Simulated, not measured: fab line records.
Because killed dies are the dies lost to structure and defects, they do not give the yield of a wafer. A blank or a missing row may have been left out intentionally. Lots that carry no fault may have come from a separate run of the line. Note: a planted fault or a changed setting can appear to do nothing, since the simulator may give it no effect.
fab line records | flow n5-finfet
[record] lots = 24 wafers = 72 last-day = 19
route steps=1938 shown BEOL_M10@1523 BEOL_M11@1538
lots with no fault: from the same line, run without faults
start-h: hours from the record's opening day to when the first of the lot's shown wafers began | wait-h: hours since the lot's step before | " same as the row above | L1.1+2: a row that stands for several wafers | - no value, or no start was given | * or withheld: withheld | < > ~ a bound
route shown NAME@n: a module of which the file shows steps, and the number in the route of the first | usual: average and standard deviation across the fault-free wafers | same: alike in all rows | chamber/n: place in a boat | sites: the reading at each site | _std_site: the standard deviation of these | _edge_site: outer sites' mean less inner sites' | radius-mm: for every site, how far away it sits from the centre of the wafer | mask NAME#n: copy n | behind: the most recent tool/chamber to have shaped the wafer | hold: why the lot went on hold/how many hours it stayed there/how the hold came to an end | device: which transistor (n, p or np) failed to switch | end of line: the route-end tests of the same wafers | a step without rows: its recipe alone | killed: dies that structure and defects cost at the first sort, which is not the same as the wafer's yield | map: shows each die of a wafer: x if killed, . if not, _ if none is there
set.NAME: setting as actually run; set.NAME@STEP: the setting as run at that earlier step | model.NAME: the simulator's own value behind a step, which no gauge read
steps of the route over a sample of lots; a table a step, a row a wafer
services: when a tool's chamber went out of use (start-h, in hours from the record's first day, below 0 if earlier), for how many hours, and the reason
[[steps]]
[step N5_BEOL_M10_PRE_CLEAN_45]
[recipe] gas = H2/He time-s = 30 temp-c = 250
[usual] heater-power-w = 325/20
// columns lot.wafer tool chamber start-h wait-h heater-power-w
L074.2 pvd-sputter-01 - 250.26 0.0 322
L074.3 " - " " 337
L074.5 " - " " 340
L075.2 pvd-sputter-03 - 257.26 0.0 322
L075.4 " - " " 337
L075.6 " - " " 327
L077.2 pvd-sputter-01 - 263.15 0.0 338
L077.4 " - " " 318
L077.6 " - " " 332
L076.1 pvd-sputter-02 - 279.60 0.0 352
L076.2 " - " " 328
L076.5 " - " " 339
L078.2 pvd-sputter-02 - 279.72 0.0 316
L078.3 " - " " 357
L078.5 " - " " 322
L079.1 pvd-sputter-03 - 286.50 0.0 334
L079.2 " - " " 328
L079.4 " - " " 328
L080.3 pvd-sputter-01 - 288.80 0.0 334
L080.5 " - " " 279
L080.6 " - " " 318
L081.2 pvd-sputter-01 - 296.68 0.0 340
L081.3 " - " " 308
L081.5 " - " " 334
L082.1 pvd-sputter-01 - 306.93 0.0 310
L082.3 " - " " 275
L082.4 " - " " 355
L083.1 pvd-sputter-02 - 308.22 0.0 336
L083.3 " - " " 314
L083.5 " - " " 318
L084.2 pvd-sputter-02 - 314.07 0.0 330
L084.4 " - " " 322
L084.6 " - " " 332
L086.1 pvd-sputter-02 - 317.05 0.0 331
L086.3 " - " " 348
L086.4 " - " " 338
L085.1 pvd-sputter-02 - 326.22 0.0 317
L085.4 " - " " 318
L085.5 " - " " 355
L087.1 pvd-sputter-01 - 329.75 0.0 283
L087.2 " - " " 347
L087.5 " - " " 342
L088.2 pvd-sputter-02 - 337.71 0.0 352
L088.3 " - " " 317
L088.5 " - " " 321
L089.2 pvd-sputter-01 - 338.00 0.0 341
L089.3 " - " " 325
L089.4 " - " " 316
L090.1 pvd-sputter-01 - 345.26 0.0 284
L090.3 " - " " 322
L090.6 " - " " 337
L092.1 pvd-sputter-01 - 357.56 0.0 340
L092.5 " - " " 341
L092.6 " - " " 311
L091.2 pvd-sputter-02 - 357.70 0.0 337
L091.5 " - " " 322
L091.6 " - " " 347
L093.2 pvd-sputter-01 - 363.58 0.0 284
L093.4 " - " " 335
L093.6 " - " " 333
L094.2 pvd-sputter-02 - 368.84 0.0 322
L094.5 " - " " 331
L094.6 " - " " 350
L095.2 pvd-sputter-01 - 376.37 0.0 331
L095.5 " - " " 282
L095.6 " - " " 320
L096.1 pvd-sputter-01 - 393.31 0.0 337
L096.3 " - " " 339
L096.4 " - " " 286
L097.2 pvd-sputter-03 - 400.02 0.0 326
L097.3 " - " " 336
L097.5 " - " " 318
[step N5_BEOL_M10_SPUTTER_48]
[recipe] material = Cu target-thk-a = 120 temp-c = -20 bias-v = 60 power-w = 26000 chamber-pressure-pa = 0.13 time-s = 2
[usual] throttle-valve-pct = 30.3/0.9
// columns lot.wafer tool chamber start-h wait-h throttle-valve-pct
L074.2 pvd-sputter-02 - 251.05 0.2 30.0
L074.3 " - " " 29.9
L074.5 " - " " 30.4
L075.2 pvd-sputter-03 - 258.14 0.1 31.6
L075.4 " - " " 32.4
L075.6 " - " " 29.4
L077.2 pvd-sputter-02 - 263.78 0.1 29.0
L077.4 " - " " 30.4
L077.6 " - " " 29.4
L076.1 pvd-sputter-02 - 280.56 0.1 29.0
L076.2 " - " " 29.9
L076.5 " - " " 28.7
L078.2 pvd-sputter-02 - 280.64 0.2 30.0
L078.3 " - " " 29.7
L078.5 " - " " 30.0
L079.1 pvd-sputter-03 - 288.60 1.6 32.5
L079.2 " - " " 29.2
L079.4 " - " " 31.9
L080.3 pvd-sputter-03 - 289.33 0.1 32.4
L080.5 " - " " 31.7
L080.6 " - " " 29.9
L081.2 pvd-sputter-03 - 297.36 0.2 32.5
L081.3 " - " " 29.8
L081.5 " - " " 31.8
L082.1 pvd-sputter-01 - 307.69 0.1 30.4
L082.3 " - " " 30.2
L082.4 " - " " 30.8
L083.1 pvd-sputter-01 - 310.22 0.2 30.5
L083.3 " - " " 30.1
L083.5 " - " " 30.8
L084.2 pvd-sputter-01 - 316.46 0.3 30.9
L084.4 " - " " 30.2
L084.6 " - " " 30.1
L086.1 pvd-sputter-02 - 317.58 0.1 29.9
L086.3 " - " " 29.6
L086.4 " - " " 28.9
L085.1 pvd-sputter-02 - 328.62 0.1 29.9
L085.4 " - " " 29.6
L085.5 " - " " 30.0
L087.1 pvd-sputter-01 - 331.73 0.1 30.7
L087.2 " - " " 30.1
L087.5 " - " " 30.8
L088.2 pvd-sputter-02 - 338.39 0.2 30.1
L088.3 " - " " 29.4
L088.5 " - " " 30.6
L089.2 pvd-sputter-01 - 338.80 0.1 30.4
L089.3 " - " " 30.0
L089.4 " - " " 30.2
L090.1 pvd-sputter-02 - 346.07 0.3 28.9
L090.3 " - " " 30.2
L090.6 " - " " 29.5
L092.1 pvd-sputter-03 - 358.45 0.3 31.8
L092.5 " - " " 32.4
L092.6 " - " " 29.5
L091.2 pvd-sputter-01 - 358.74 0.2 30.3
L091.5 " - " " 30.2
L091.6 " - " " 30.6
L093.2 pvd-sputter-01 - 364.25 0.1 30.4
L093.4 " - " " 30.0
L093.6 " - " " 30.1
L094.2 pvd-sputter-03 - 369.69 0.2 29.3
L094.5 " - " " 29.8
L094.6 " - " " 31.6
L095.2 pvd-sputter-03 - 377.01 0.1 32.1
L095.5 " - " " 32.0
L095.6 " - " " 29.5
L096.1 pvd-sputter-02 - 394.02 0.1 30.3
L096.3 " - " " 29.8
L096.4 " - " " 29.5
L097.2 pvd-sputter-01 - 400.57 0.1 30.8
L097.3 " - " " 30.4
L097.5 " - " " 30.2
[step N5_BEOL_M10_INSPECT_58]
[recipe] inspect-instrument = darkfield mode = post-dep
[usual] raw-defect-count = 71/26
// columns lot.wafer tool chamber start-h wait-h raw-defect-count
L074.2 defect-inspect-02 - 252.43 0.0 34
L074.3 " - " " 82
L074.5 " - " " 59
L075.2 defect-inspect-02 - 259.54 0.0 108
L075.4 " - " " 150
L075.6 " - " " 116
L077.2 defect-inspect-01 - 265.08 0.0 49
L077.4 " - " " 87
L077.6 " - " " 55
L076.1 defect-inspect-01 - 281.54 0.0 67
L076.2 " - " " 105
L076.5 " - " " 55
L078.2 defect-inspect-01 - 281.62 0.0 60
L078.3 " - " " 39
L078.5 " - " " 60
L079.1 defect-inspect-02 - 289.87 0.0 133
L079.2 " - " " 145
L079.4 " - " " 97
L080.3 defect-inspect-01 - 290.37 0.0 37
L080.5 " - " " 72
L080.6 " - " " 39
L081.2 defect-inspect-01 - 298.73 0.0 80
L081.3 " - " " 65
L081.5 " - " " 70
L082.1 defect-inspect-01 - 309.66 0.0 53
L082.3 " - " " 44
L082.4 " - " " 43
L083.1 defect-inspect-01 - 311.20 0.0 86
L083.3 " - " " 91
L083.5 " - " " 101
L084.2 defect-inspect-02 - 317.67 0.0 108
L084.4 " - " " 38
L084.6 " - " " 89
L086.1 defect-inspect-02 - 318.77 0.0 54
L086.3 " - " " 52
L086.4 " - " " 53
L085.1 defect-inspect-02 - 329.75 0.0 123
L085.4 " - " " 89
L085.5 " - " " 72
L087.1 defect-inspect-02 - 332.82 0.0 78
L087.2 " - " " 146
L087.5 " - " " 77
L088.2 defect-inspect-01 - 339.37 0.0 64
L088.3 " - " " 107
L088.5 " - " " 81
L089.2 defect-inspect-01 - 339.88 0.0 54
L089.3 " - " " 57
L089.4 " - " " 33
L090.1 defect-inspect-01 - 347.65 0.0 112
L090.3 " - " " 72
L090.6 " - " " 81
L092.1 defect-inspect-01 - 359.90 0.0 59
L092.5 " - " " 68
L092.6 " - " " 56
L091.2 defect-inspect-02 - 360.53 0.0 49
L091.5 " - " " 79
L091.6 " - " " 111
L093.2 defect-inspect-02 - 365.61 0.0 56
L093.4 " - " " 45
L093.6 " - " " 73
L094.2 defect-inspect-02 - 370.84 0.0 99
L094.5 " - " " 94
L094.6 " - " " 146
L095.2 defect-inspect-01 - 378.01 0.0 48
L095.5 " - " " 41
L095.6 " - " " 42
L096.1 defect-inspect-01 - 395.04 0.0 44
L096.3 " - " " 64
L096.4 " - " " 56
L097.2 defect-inspect-01 - 402.06 0.0 43
L097.3 " - " " 44
L097.5 " - " " 61
[step N5_BEOL_M11_THK_MEAS_01]
[recipe] reads = SiCOH_lowk_of_BEOL_M11_ILD_DEP_00
[usual] M11_ILD_THK = 267/3.3
// columns lot.wafer tool chamber start-h wait-h M11_ILD_THK[nm]
L074.2 film-metro-01 - 253.06 0.4 265
L074.3 " - " " 265
L074.5 " - " " 270
L075.2 film-metro-01 - 260.65 0.7 268
L075.4 " - " " 269
L075.6 " - " " 272
L077.2 film-metro-01 - 266.30 0.7 263
L077.4 " - " " 267
L077.6 " - " " 266
L076.1 film-metro-01 - 282.79 0.8 266
L076.2 " - " " 263
L076.5 " - " " 266
L078.2 film-metro-01 - 283.27 0.7 266
L078.3 " - " " 266
L078.5 " - " " 270
L079.1 film-metro-02 - 290.98 0.8 261
L079.2 " - " " 259
L079.4 " - " " 264
L080.3 film-metro-02 - 291.03 0.3 266
L080.5 " - " " 265
L080.6 " - " " 267
L081.2 film-metro-02 - 299.36 0.4 264
L081.3 " - " " 258
L081.5 " - " " 266
L082.1 film-metro-01 - 310.77 0.8 265
L082.3 " - " " 264
L082.4 " - " " 272
L083.1 film-metro-02 - 311.83 0.4 266
L083.3 " - " " 268
L083.5 " - " " 271
L084.2 film-metro-02 - 318.29 0.4 265
L084.4 " - " " 273
L084.6 " - " " 269
L086.1 film-metro-02 - 319.39 0.4 265
L086.3 " - " " 264
L086.4 " - " " 270
L085.1 film-metro-01 - 330.88 0.8 262
L085.4 " - " " 271
L085.5 " - " " 266
L087.1 film-metro-01 - 333.45 0.4 267
L087.2 " - " " 267
L087.5 " - " " 275
L088.2 film-metro-02 - 340.47 0.7 266
L088.3 " - " " 265
L088.5 " - " " 268
L089.2 film-metro-02 - 340.51 0.4 263
L089.3 " - " " 265
L089.4 " - " " 271
L090.1 film-metro-01 - 348.28 0.4 262
L090.3 " - " " 265
L090.6 " - " " 269
L092.1 film-metro-01 - 361.01 0.8 265
L092.5 " - " " 269
L092.6 " - " " 270
L091.2 film-metro-02 - 361.19 0.4 265
L091.5 " - " " 270
L091.6 " - " " 270
L093.2 film-metro-01 - 366.72 0.7 261
L093.4 " - " " 270
L093.6 " - " " 272
L094.2 film-metro-02 - 371.94 0.7 268
L094.5 " - " " 269
L094.6 " - " " 272
L095.2 film-metro-02 - 378.63 0.4 262
L095.5 " - " " 270
L095.6 " - " " 269
L096.1 film-metro-02 - 395.67 0.4 266
L096.3 " - " " 264
L096.4 " - " " 263
L097.2 film-metro-02 - 402.68 0.4 269
L097.3 " - " " 267
L097.5 " - " " 272
[step N5_BEOL_M11_DEGAS_44]
[recipe] ambient = vacuum temp-c = 250 time-s = 60
[usual] heater-power-w = 325/17
// columns lot.wafer tool chamber start-h wait-h heater-power-w
L074.2 pvd-sputter-03 - 256.78 0.4 327
L074.3 " - " " 328
L074.5 " - " " 331
L075.2 pvd-sputter-01 - 268.17 1.2 341
L075.4 " - " " 337
L075.6 " - " " 280
L077.2 pvd-sputter-02 - 275.41 0.6 321
L077.4 " - " " 333
L077.6 " - " " 319
L076.1 pvd-sputter-03 - 289.52 0.3 325
L076.2 " - " " 333
L076.5 " - " " 330
L078.2 pvd-sputter-01 - 290.42 0.6 336
L078.3 " - " " 338
L078.5 " - " " 318
L079.1 pvd-sputter-01 - 296.48 0.3 331
L079.2 " - " " 275
L079.4 " - " " 336
L080.3 pvd-sputter-01 - 297.38 0.5 284
L080.5 " - " " 328
L080.6 " - " " 286
L081.2 pvd-sputter-01 - 306.97 0.6 341
L081.3 " - " " 289
L081.5 " - " " 314
L082.1 pvd-sputter-02 - 317.32 0.5 324
L082.3 " - " " 340
L082.4 " - " " 355
L083.1 pvd-sputter-01 - 319.23 1.8 311
L083.3 " - " " 337
L083.5 " - " " 308
L086.1 pvd-sputter-01 - 323.81 0.7 339
L086.3 " - " " 285
L086.4 " - " " 335
L084.2 pvd-sputter-03 - 323.89 0.4 322
L084.4 " - " " 326
L084.6 " - " " 316
L085.1 pvd-sputter-03 - 335.94 0.3 336
L085.4 " - " " 332
L085.5 " - " " 331
L087.1 pvd-sputter-01 - 338.64 0.3 340
L087.2 " - " " 335
L087.5 " - " " 340
L088.2 pvd-sputter-03 - 344.68 0.2 338
L088.3 " - " " 327
L088.5 " - " " 339
L089.2 pvd-sputter-01 - 345.30 0.5 281
L089.3 " - " " 335
L089.4 " - " " 319
L090.1 pvd-sputter-01 - 351.90 0.7 335
L090.3 " - " " 332
L090.6 " - " " 344
L092.1 pvd-sputter-03 - 368.75 0.4 329
L092.5 " - " " 325
L092.6 " - " " 339
L091.2 pvd-sputter-03 - 369.77 0.3 338
L091.5 " - " " 325
L091.6 " - " " 327
L093.2 pvd-sputter-02 - 372.32 0.6 322
L093.4 " - " " 353
L093.6 " - " " 320
L094.2 pvd-sputter-03 - 376.29 0.5 328
L094.5 " - " " 331
L094.6 " - " " 340
L095.2 pvd-sputter-02 - 383.03 0.3 314
L095.5 " - " " 319
L095.6 " - " " 319
L096.1 pvd-sputter-02 - 402.02 0.5 346
L096.3 " - " " 322
L096.4 " - " " 338
L097.2 pvd-sputter-03 - 407.62 0.3 325
L097.3 " - " " 334
L097.5 " - " " 328
[step N5_BEOL_M11_SPUTTER_48]
[recipe] material = Cu target-thk-a = 120 temp-c = -20 bias-v = 60 power-w = 26000 chamber-pressure-pa = 0.13 time-s = 2
[usual] throttle-valve-pct = 30.2/0.77
// columns lot.wafer tool chamber start-h wait-h throttle-valve-pct
L074.2 pvd-sputter-03 - 257.62 0.3 32.7
L074.3 " - " " 31.6
L074.5 " - " " 29.8
L075.2 pvd-sputter-01 - 268.89 0.2 30.5
L075.4 " - " " 29.9
L075.6 " - " " 30.6
L077.2 pvd-sputter-02 - 276.33 0.2 28.6
L077.4 " - " " 29.6
L077.6 " - " " 28.9
L076.1 pvd-sputter-01 - 290.22 0.1 30.2
L076.2 " - " " 30.5
L076.5 " - " " 30.4
L078.2 pvd-sputter-02 - 291.98 0.1 29.6
L078.3 " - " " 30.0
L078.5 " - " " 30.0
L079.1 pvd-sputter-01 - 297.22 0.2 31.0
L079.2 " - " " 30.5
L079.4 " - " " 30.2
L080.3 pvd-sputter-03 - 297.98 0.1 29.7
L080.5 " - " " 31.9
L080.6 " - " " 29.4
L081.2 pvd-sputter-02 - 307.88 0.1 29.8
L081.3 " - " " 30.2
L081.5 " - " " 30.2
L082.1 pvd-sputter-01 - 318.99 1.0 30.3
L082.3 " - " " 30.5
L082.4 " - " " 30.2
L083.1 pvd-sputter-01 - 319.99 0.1 30.5
L083.3 " - " " 30.5
L083.5 " - " " 30.5
L086.1 pvd-sputter-01 - 324.49 0.1 30.1
L086.3 " - " " 29.9
L086.4 " - " " 31.0
L084.2 pvd-sputter-01 - 324.57 0.1 30.2
L084.4 " - " " 30.7
L084.6 " - " " 30.6
L085.1 pvd-sputter-02 - 337.93 0.2 30.2
L085.4 " - " " 30.2
L085.5 " - " " 29.9
L087.1 pvd-sputter-02 - 339.45 0.1 29.5
L087.2 " - " " 29.9
L087.5 " - " " 29.6
L088.2 pvd-sputter-03 - 345.56 0.1 29.7
L088.3 " - " " 29.8
L088.5 " - " " 31.7
L089.2 pvd-sputter-02 - 345.99 0.2 28.7
L089.3 " - " " 29.9
L089.4 " - " " 30.2
L090.1 pvd-sputter-01 - 353.02 0.1 30.8
L090.3 " - " " 30.2
L090.6 " - " " 30.3
L092.1 pvd-sputter-01 - 369.51 0.1 30.2
L092.5 " - " " 30.2
L092.6 " - " " 30.4
L091.2 pvd-sputter-02 - 372.08 1.3 29.4
L091.5 " - " " 29.5
L091.6 " - " " 29.0
L093.2 pvd-sputter-01 - 372.95 0.1 31.0
L093.4 " - " " 30.4
L093.6 " - " " 30.1
L094.2 pvd-sputter-02 - 376.91 0.1 28.9
L094.5 " - " " 28.9
L094.6 " - " " 30.0
L095.2 pvd-sputter-01 - 383.77 0.1 30.7
L095.5 " - " " 31.0
L095.6 " - " " 30.1
L096.1 pvd-sputter-02 - 404.10 0.1 30.3
L096.3 " - " " 28.9
L096.4 " - " " 29.4
L097.2 pvd-sputter-03 - 408.26 0.1 31.7
L097.3 " - " " 32.5
L097.5 " - " " 31.8
[[services]]
// columns tool chamber start-h hours kind
pvd-sputter-01 - 283.92 0.7 repair
pvd-sputter-02 - 359.51 2.0 repair
[[key]]
fault none
